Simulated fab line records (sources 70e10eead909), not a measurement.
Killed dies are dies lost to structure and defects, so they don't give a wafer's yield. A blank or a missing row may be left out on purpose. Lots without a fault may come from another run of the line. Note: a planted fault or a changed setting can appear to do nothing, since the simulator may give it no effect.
Which tool was responsible? | flow nand harc | 14 lots with 42 wafers sampled at 4 steps, on a route of 1302 steps

## WHAT THE GAUGES SHOWED, per wafer
NHARC_P_M0_CD_MEAS_09: target cd 90 nm.
lot  | measured     | on        | cd nm (nm)
L779 | day 6 05:38  | cd sem-03 | 90.0 90.6 90.9
L780 | day 6 09:07  | cd sem-02 | 89.6 88.8 90.2
L782 | day 7 10:40  | cd sem-01 | 89.6 89.5 89.8
L783 | day 7 11:47  | cd sem-03 | 89.2 89.2 89.4
L784 | day 8 01:25  | cd sem-02 | 89.7 90.5 89.5
L786 | day 9 10:50  | cd sem-01 | 89.2 89.1 89.6
L787 | day 9 19:55  | cd sem-02 | 90.0 89.7 89.7
L788 | day 9 21:16  | cd sem-02 | 90.1 89.4 89.8
L790 | day 10 23:51 | cd sem-03 | 90.5 90.0 90.3
L795 | day 12 22:58 | cd sem-02 | 60.7 61.0 60.2
L796 | day 13 00:31 | cd sem-01 | 67.0 67.2 67.2
L799 | day 14 12:40 | cd sem-01 | 90.0 90.2 90.0
L800 | day 14 16:11 | cd sem-01 | 89.3 89.3 89.8
L802 | day 15 14:54 | cd sem-02 | 89.9 89.9 89.5

## TOOL THAT RAN EACH LOT (tool first, then ch and the chambers of the sampled wafers, then the start)
lot  | NHARC_P_CONTACT_ETCH_36                       | NHARC_P_CONTACT_CVD_23                   | NHARC_P_M0_EXPOSE_06
L779 | rie diel-04 ch 0,2, day 6 05:29 or earlier    | cvd w-02 ch 0,1, day 6 05:29 or earlier  | arfi scanner-02 ch 0, day 6 05:29
L780 | rie diel-04 ch 0,2,3, day 6 08:59 or earlier  | cvd w-02 ch 0,1, day 6 08:59 or earlier  | arfi scanner-01 ch 0, day 6 08:59
L782 | rie diel-05 ch 0,3, day 7 10:31 or earlier    | cvd w-02 ch 0,1, day 7 10:31 or earlier  | arfi scanner-01 ch 0, day 7 10:31
L783 | rie diel-07 ch 0,1,2, day 7 11:38 or earlier  | cvd w-02 ch 0,1, day 7 11:38 or earlier  | arfi scanner-02 ch 0, day 7 11:38
L784 | rie diel-04 ch 1,2,3, day 8 01:17 or earlier  | cvd w-02 ch 0,1, day 8 01:17 or earlier  | arfi scanner-03 ch 0, day 8 01:17
L786 | rie diel-05 ch 0,1,2, day 9 10:42 or earlier  | cvd w-01 ch 0,1, day 9 10:42 or earlier  | arfi scanner-02 ch 0, day 9 10:42
L787 | rie diel-05 ch 1,3, day 9 19:47 or earlier    | cvd w-01 ch 0,1, day 9 19:47 or earlier  | arfi scanner-01 ch 0, day 9 19:47
L788 | rie diel-04 ch 0,1,3, day 9 21:08 or earlier  | cvd w-02 ch 0,1, day 9 21:08 or earlier  | arfi scanner-01 ch 0, day 9 21:08
L790 | rie diel-07 ch 0,2,3, day 10 23:43 or earlier | cvd w-02 ch 0,1, day 10 23:43 or earlier | arfi scanner-03 ch 0, day 10 23:43
L795 | rie diel-04 ch 2,3, day 12 22:50 or earlier   | cvd w-01 ch 0,1, day 12 22:50 or earlier | arfi scanner-02 ch 0, day 12 22:50
L796 | rie diel-07 ch 0,3, day 13 00:22 or earlier   | cvd w-02 ch 0,1, day 13 00:22 or earlier | arfi scanner-02 ch 0, day 13 00:22
L799 | rie diel-07 ch 1,2, day 14 12:32 or earlier   | cvd w-02 ch 0,1, day 14 12:32 or earlier | arfi scanner-03 ch 0, day 14 12:32
L800 | rie diel-07 ch 0,2,3, day 14 16:03 or earlier | cvd w-01 ch 0,1, day 14 16:03 or earlier | arfi scanner-03 ch 0, day 14 16:03
L802 | rie diel-05 ch 0,3, day 15 14:46 or earlier   | cvd w-01 ch 0,1, day 15 14:46 or earlier | arfi scanner-03 ch 0, day 15 14:46
- NHARC_P_CONTACT_ETCH_36: etches the open film in N2/H2, target depth 260 nm, time 406.25 s.
- NHARC_P_CONTACT_CVD_23: deposits W, target thk 200 nm, time 557 s.
- NHARC_P_M0_EXPOSE_06: exposes mask P M0, target cd 90 nm.

## WHAT THE TOOLS THEMSELVES READ (means of the sampled wafers that have a number; where no wafer has one, the mark that the record gives instead)
NHARC_P_CONTACT_ETCH_36.
lot  | tool        | chamber pressure mTorr (mTorr) | drypump motor current A (A) | oes product au (a.u.) | rf vpp V (V) | showerhead plenum p Torr (Torr) | throttle valve pct (%)
L779 | rie diel-04 | 30.009                         | 6.0                         | 0.992                 | 434.4        | 2.18                            | 14.180
L780 | rie diel-04 | 30.036                         | 6.1                         | 0.997                 | 432.7        | 2.11                            | 14.173
L782 | rie diel-05 | 30.007                         | 5.1                         | 1.002                 | 430.5        | 2.02                            | 14.167
L783 | rie diel-07 | 30.004                         | 5.6                         | 1.001                 | 431.7        | 2.11                            | 14.164
L784 | rie diel-04 | 29.984                         | 6.1                         | 0.997                 | 431.6        | 2.08                            | 14.172
L786 | rie diel-05 | 29.989                         | 5.8                         | 0.997                 | 430.0        | 2.02                            | 14.176
L787 | rie diel-05 | 30.017                         | 5.8                         | 0.987                 | 432.2        | 2.11                            | 14.168
L788 | rie diel-04 | 29.987                         | 5.8                         | 0.997                 | 431.3        | 2.06                            | 14.173
L790 | rie diel-07 | 29.996                         | 5.6                         | 1.002                 | 430.4        | 2.04                            | 14.173
L795 | rie diel-04 | 29.978                         | 6.6                         | 1.000                 | 430.4        | 2.05                            | 14.165
L796 | rie diel-07 | 30.005                         | 5.2                         | 1.002                 | 429.8        | 2.02                            | 14.168
L799 | rie diel-07 | 29.999                         | 5.9                         | 0.988                 | 432.2        | 2.11                            | 14.165
L800 | rie diel-07 | 30.001                         | 5.6                         | 0.997                 | 432.0        | 2.03                            | 14.164
L802 | rie diel-05 | 29.978                         | 5.3                         | 1.000                 | 430.8        | 2.05                            | 14.172

NHARC_P_CONTACT_CVD_23.
lot  | tool     | heater power w (W) | throttle valve pct (%)
L779 | cvd w-02 | 429                | 7.4
L780 | cvd w-02 | 437                | 7.5
L782 | cvd w-02 | 430                | 7.6
L783 | cvd w-02 | 481                | 7.9
L784 | cvd w-02 | 481                | 8.0
L786 | cvd w-01 | 438                | 8.0
L787 | cvd w-01 | 440                | 8.0
L788 | cvd w-02 | 481                | 7.8
L790 | cvd w-02 | 438                | 7.7
L795 | cvd w-01 | 462                | 8.2
L796 | cvd w-02 | 427                | 7.8
L799 | cvd w-02 | 425                | 7.6
L800 | cvd w-01 | 464                | 8.0
L802 | cvd w-01 | 431                | 8.4

NHARC_P_M0_EXPOSE_06.
lot  | tool            | exposure dose mJ cm2
L779 | arfi scanner-02 | 81.25
L780 | arfi scanner-01 | 81.24
L782 | arfi scanner-01 | 81.31
L783 | arfi scanner-02 | 81.17
L784 | arfi scanner-03 | 81.28
L786 | arfi scanner-02 | 81.31
L787 | arfi scanner-01 | 81.22
L788 | arfi scanner-01 | 81.28
L790 | arfi scanner-03 | 81.25
L795 | arfi scanner-02 | 50.48
L796 | arfi scanner-02 | 56.57
L799 | arfi scanner-03 | 81.20
L800 | arfi scanner-03 | 81.30
L802 | arfi scanner-03 | 81.34

## THE ANSWER, worked out from the rows above alone
Rule: the lots themselves supply what counts as usual. Put in order of their means at a reading, lots are off if they are a third of the lots or fewer, leave a main group of 4 or more, and stand apart from it by a gap of 3 or more times the standard deviation of the main group's means; of several such gaps the widest counts. A main group whose means are all the same, to the digits that the tables above print for the reading, isn't used. Also off: a lot with no number at a reading for which 4 or more lots have one. The other lots that the step has rows for count as sound. The gauges are gone through in route order, then the tools' own readings, and for those a lot's mean is taken as printed above. The first step at which some lot is off is used, and at that step the reading that is off furthest; a lot without a number counts as furthest.
Off, at NHARC_P_M0_CD_MEAS_09 on cd nm: L795, L796. The main group has a mean of 89.8 nm with a standard deviation of 0.36.
If a tool, at a process step before that reading, ran all the lots that are off and no sound lot after the first of them, it fits. The gauges at NHARC_P_M0_CD_MEAS_09 aren't tried: what is off there is off at NHARC_P_M0_EXPOSE_06 too, on other tools, and a gauge's error can't cause that. NHARC_P_CONTACT_ETCH_36: start missing for some lots; hours and lot order therefore follow NHARC_P_M0_EXPOSE_06. NHARC_P_CONTACT_CVD_23: start missing for some lots; hours and lot order therefore follow NHARC_P_M0_EXPOSE_06. One candidate fits, namely arfi scanner-02 at NHARC_P_M0_EXPOSE_06. A fault onset in the window from L786 (day 9 10:42, its last sound lot) to L795 (day 12 22:50, its first lot off) fits.
On the lots that are off, the tool's own readings at NHARC_P_M0_EXPOSE_06 differ by more than 5 times the standard deviation of the sound lots' means, which bears it out; exposure dose mJ cm2 reads 53.52 there versus 81.26 on the sound lots.

## WHAT THE SIMULATOR HAD INSERTED
Process parameters drifting: arfi scanner-02 at NHARC_P_M0_EXPOSE_06, beginning at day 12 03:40. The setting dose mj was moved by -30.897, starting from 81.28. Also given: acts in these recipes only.
Shown lots that were struck: L795, L796. The same result came from the rule above.
